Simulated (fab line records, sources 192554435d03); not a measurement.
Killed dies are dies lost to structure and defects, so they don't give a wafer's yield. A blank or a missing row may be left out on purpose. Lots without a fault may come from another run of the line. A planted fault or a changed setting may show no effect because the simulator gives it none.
Problem report in the 8D (eight disciplines) form, filled by code | flow n5_finfet | the parts of the form that need people (team, actions taken, sign-off) are left out

1. THE PROBLEM
bias_w at N5_BEOL_M1_ETCH_64 reads a mean of 156.1 W on 6 wafers of 2 lots; wafers without a fault read 150.0 W with a standard deviation of 0.44. That is +14 standard deviations from the usual mean.
The step: etches SOC in N2/H2, target depth 75 nm, overetch 15 nm, time 112.5 s.
First seen on wafer L824.2, day 9 20:35, on rie_diel-03. The record holds 27 wafers of 9 lots with a number at this step. Rule for "out", or "out of limits": more than 4 standard deviations from the usual mean. The other wafers with a number count as sound.

2. WHAT IT IS AND WHAT IT IS NOT
question                    | is                     | is not
which readings at this step | bias_w, rf_vpp_V       | chamber_pressure_mTorr, drypump_motor_current_A, n2_flow_sccm, oes_product_au, rf_fwd_power_W, showerhead_plenum_p_Torr, temp_c, throttle_valve_pct
which lots                  | L824, L826             | L812, L813, L818, L819, L831, L833, L834
which wafers of those lots  | all that have a number | -
read on which tools         | rie_diel-03            | rie_diel-02, rie_diel-04
when                        | from day 9 20:35       | up to then (12 sound wafers); but 9 sound wafers of L831, L833, L834 came after

3. SUSPECTS, AND WHAT RULES EACH OUT
Counting: a tool at a process step up to the reading stays a suspect if it ran every lot that is out and no sound lot after the first of them.
- rie_diel-03 at N5_BEOL_M1_ETCH_64 (etches SOC in N2/H2, target depth 75 nm, overetch 15 nm, time 112.5 s): kept. It ran every lot that is out, first L824 (day 9 20:35), and no sound lot after that; its last sound lot up to then is L819 (day 8 08:28). Its own readings are out on those wafers: bias_w, rf_vpp_V.
Left after counting: rie_diel-03 at N5_BEOL_M1_ETCH_64.

4. THE CAUSE (what the simulator had put in)
Process parameter drift: rie_diel-03, from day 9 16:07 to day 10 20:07, at N5_BEOL_M1_ETCH_64. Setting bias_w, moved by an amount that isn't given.
Counting left only this tool.

5. THE CHAIN OF EFFECTS, in route order
Each row: a reading whose mean over the struck wafers that have a number lies more than 3 standard deviations from the usual. Only readings for which the record gives a usual standard deviation are gone through. hours: the time from each lot's start at the first step in this table that gives one to its start at this step, as a median over the lots. sigmas: the change in usual standard deviations.
hours | step               | reading  | usual   | on struck wafers | change | sigmas
0     | N5_BEOL_M1_ETCH_64 | bias_w   | 150.0 W | 156.1            | +6.1   | +14
0     | N5_BEOL_M1_ETCH_64 | rf_vpp_V | 523.8 V | 537.3            | +13.5  | +5.9
The process steps in it:
- N5_BEOL_M1_ETCH_64: etches SOC in N2/H2, target depth 75 nm, overetch 15 nm, time 112.5 s.
Later measuring or inspecting steps at which every struck wafer that the step has a row for has a number for every such reading, and none has moved that far: N5_BEOL_M1_CD_MEAS_18, N5_BEOL_M4_RC_MEAS_101.

6. WHAT WOULD HAVE CAUGHT IT SOONER
In this record the first reading out of limits was taken at day 9 20:35, 4 hours after the fault began at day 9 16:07.
